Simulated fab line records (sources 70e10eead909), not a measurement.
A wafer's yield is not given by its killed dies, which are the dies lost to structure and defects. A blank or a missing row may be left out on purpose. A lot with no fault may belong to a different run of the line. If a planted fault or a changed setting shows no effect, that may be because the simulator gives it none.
Chamber matching / flow nand harc / cmp-04 running NHARC_A_CHANNEL_FILL_D2_CMP_10: 4 sister chambers
The step polishes, target thk 150 nm. 8 wafers are shown with their chamber, then 11 later ones without.

## WAFERS, EACH WITH ITS CHAMBER
wafer=L083.3; chamber=3; motor current A (A)=13.0; time to endpoint s (s)=16.2
wafer=L085.1; chamber=0; motor current A (A)=10.5; time to endpoint s (s)=13.8
wafer=L085.3; chamber=1; motor current A (A)=12.0; time to endpoint s (s)=14.9
wafer=L085.6; chamber=0; motor current A (A)=10.7; time to endpoint s (s)=11.7
wafer=L089.1; chamber=1; motor current A (A)=12.0; time to endpoint s (s)=19.1
wafer=L089.2; chamber=3; motor current A (A)=12.2; time to endpoint s (s)=17.2
wafer=L089.3; chamber=2; motor current A (A)=14.4; time to endpoint s (s)=16.9
wafer=L093.1; chamber=2; motor current A (A)=13.8; time to endpoint s (s)=15.8

## WAFERS WITH NO CHAMBER GIVEN
wafer=L093.2; motor current A (A)=9.9; time to endpoint s (s)=19.9
wafer=L093.5; motor current A (A)=9.9; time to endpoint s (s)=20.3
wafer=L094.1; motor current A (A)=10.6; time to endpoint s (s)=14.7
wafer=L094.2; motor current A (A)=11.9; time to endpoint s (s)=14.5
wafer=L094.5; motor current A (A)=12.5; time to endpoint s (s)=15.3
wafer=L095.1; motor current A (A)=14.0; time to endpoint s (s)=18.3
wafer=L095.2; motor current A (A)=10.5; time to endpoint s (s)=15.2
wafer=L095.5; motor current A (A)=12.6; time to endpoint s (s)=19.2
wafer=L097.1; motor current A (A)=14.2; time to endpoint s (s)=17.6
wafer=L097.3; motor current A (A)=12.5; time to endpoint s (s)=17.8
wafer=L097.6; motor current A (A)=11.8; time to endpoint s (s)=16.4

## CHAMBER TAKEN BY EACH
wafer=L093.2; from the rows above=can't be placed: 0 or 1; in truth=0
wafer=L093.5; from the rows above=can't be placed: 0 or 1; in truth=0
wafer=L094.1; from the rows above=0; in truth=0
wafer=L094.2; from the rows above=can't be placed: 1 or 3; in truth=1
wafer=L094.5; from the rows above=can't be placed: 3 or 1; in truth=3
wafer=L095.1; from the rows above=2; in truth=2
wafer=L095.2; from the rows above=0; in truth=0
wafer=L095.5; from the rows above=can't be placed: 3 or 1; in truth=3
wafer=L097.1; from the rows above=2; in truth=2
wafer=L097.3; from the rows above=can't be placed: 3 or 1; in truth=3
wafer=L097.6; from the rows above=can't be placed: 1 or 3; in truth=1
Correct placement for 4 of the 11. Can't be placed from these rows: 7 (the true chamber is among the candidates in 7). Placed wrongly: 0.
How it was worked out, from the rows above alone: a wafer's distance from a chamber is the root of the sum, over the readings, of the square of ((its reading less the chamber's mean) divided by the reading's scatter). The wafer belongs to the nearest chamber; if the next one is less than 2 further off, it can't be placed. A chamber's mean is the mean of its shown wafers. The scatter: take each reading less its chamber's mean, square it, sum over the shown wafers, divide by the number of wafers less the number of chambers, and take the root.
